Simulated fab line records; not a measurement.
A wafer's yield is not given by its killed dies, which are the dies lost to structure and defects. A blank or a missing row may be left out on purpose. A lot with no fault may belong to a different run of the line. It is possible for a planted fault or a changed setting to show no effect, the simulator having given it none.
Which of the tools did it?	flow n5Finfet	Sampling: 24 lots, 72 wafers, 2 of 1938 route steps

== WHAT THE GAUGES READ, wafer by wafer ==
N5_BEOL_M0_SAQP_CD_MEAS_29: the cd target is 14.4 nm.
lot	measured	on	cdNm (nm)
L074	day 5 20:46	cdSem-01	15.08 14.87 15.08
L075	day 5 22:09	cdSem-03	14.81 15.26 15.39
L076	day 6 05:44	cdSem-01	15.35 15.27 15.05
L077	day 6 12:05	cdSem-03	15.61 14.90 15.49
L078	day 6 19:22	cdSem-02	15.00 14.92 14.91
L079	day 7 02:04	cdSem-03	14.86 15.23 15.06
L080	day 7 03:29	cdSem-01	15.04 15.30 14.70
L081	day 7 14:19	cdSem-02	15.30 15.28 14.90
L082	day 7 19:52	cdSem-02	14.76 15.09 15.17
L083	day 7 23:09	cdSem-03	15.12 14.84 14.78
L084	day 8 11:38	cdSem-03	15.12 14.95 14.98
L085	day 8 12:58	cdSem-02	14.89 15.22 14.99
L086	day 8 19:57	cdSem-03	15.29 15.17 15.04
L087	day 9 02:08	cdSem-01	14.93 14.89 15.17
L088	day 9 05:59	cdSem-02	15.19 14.67 14.98
L089	day 9 14:46	cdSem-02	14.84 14.73 14.73
L090	day 9 17:52	cdSem-03	15.35 15.18 15.49
L091	day 9 23:37	cdSem-01	15.23 14.79 14.84
L092	day 10 04:13	cdSem-02	14.98 14.88 15.05
L093	day 10 09:05	cdSem-01	14.97 15.28 14.75
L094	day 10 15:27	cdSem-03	15.51 14.93 15.22
L095	day 10 23:17	cdSem-02	15.42 15.52 15.28
L096	day 11 02:18	cdSem-01	14.77 14.83 15.15
L097	day 11 06:33	cdSem-02	14.37 14.95 14.84

N5_BEOL_M0_SAQP_CD_MEAS_40: the cd target is 30 nm.
lot	measured	on	cdNm (nm)
L074	day 5 21:04	cdSem-03	30.45 30.63 30.32
L075	day 5 22:35	cdSem-03	30.27 30.48 30.32
L076	day 6 06:10	cdSem-01	29.80 29.66 30.15
L077	day 6 12:31	cdSem-03	29.99 30.03 30.05
L078	day 6 19:40	cdSem-03	29.63 29.69 29.98
L079	day 7 02:23	cdSem-02	30.08 30.05 29.98
L080	day 7 03:55	cdSem-01	30.31 29.55 30.13
L081	day 7 14:38	cdSem-02	30.70 29.94 29.76
L082	day 7 20:19	cdSem-03	30.19 30.45 30.16
L083	day 7 23:35	cdSem-02	29.92 29.78 29.69
L084	day 8 12:04	cdSem-02	29.93 29.79 29.90
L085	day 8 13:24	cdSem-01	30.21 30.39 30.03
L086	day 8 20:23	cdSem-01	30.19 29.90 29.91
L087	day 9 02:26	cdSem-03	30.47 30.74 29.87
L088	day 9 06:25	cdSem-01	30.17 30.25 30.01
L089	day 9 15:05	cdSem-02	29.78 29.73 30.30
L090	day 9 18:11	cdSem-02	30.24 30.38 30.10
L091	day 10 00:03	cdSem-01	29.99 30.16 29.75
L092	day 10 04:31	cdSem-01	29.72 30.04 29.94
L093	day 10 09:31	cdSem-03	30.08 29.66 29.66
L094	day 10 15:45	cdSem-03	30.28 30.44 30.58
L095	day 10 23:36	cdSem-02	30.39 30.43 29.93
L096	day 11 02:44	cdSem-02	30.56 30.49 30.31
L097	day 11 06:58	cdSem-01	29.97 30.05 30.20

== WHAT TOOL EACH LOT RAN ON (gives the tool, then ch and the chambers of the sampled wafers, and finally the start) ==
There is no process step in the record ahead of these readings.

== WHAT THE TOOLS THEMSELVES READ (means of the sampled wafers that have a number; where no wafer has one, the mark that the record gives instead) ==
The record holds no such reading with a usual standard deviation.

== THE ANSWER, worked out from the rows above alone ==
Rule: what is usual is taken from the lots themselves. Put in order of their means at a reading, lots are off if they are a third of the lots or fewer, leave a main group of 4 or more, and stand apart from it by a gap of 3 or more times the standard deviation of the main group's means; of several such gaps the widest counts. A main group whose means are all the same, to the digits that the tables above print for the reading, isn't used. A lot without any number at a reading at which 4 lots or more have one is off too. The other lots that the step has rows for count as sound. First the gauges in route order, then the tools' own readings, where a lot's mean is used as printed above. The first step at which some lot is off is used, and at that step the reading that is off furthest; a lot without a number counts as furthest.
Nothing can be told from this: no lot is off at any reading shown.

== WHAT THE SIMULATOR HAD PUT IN ==
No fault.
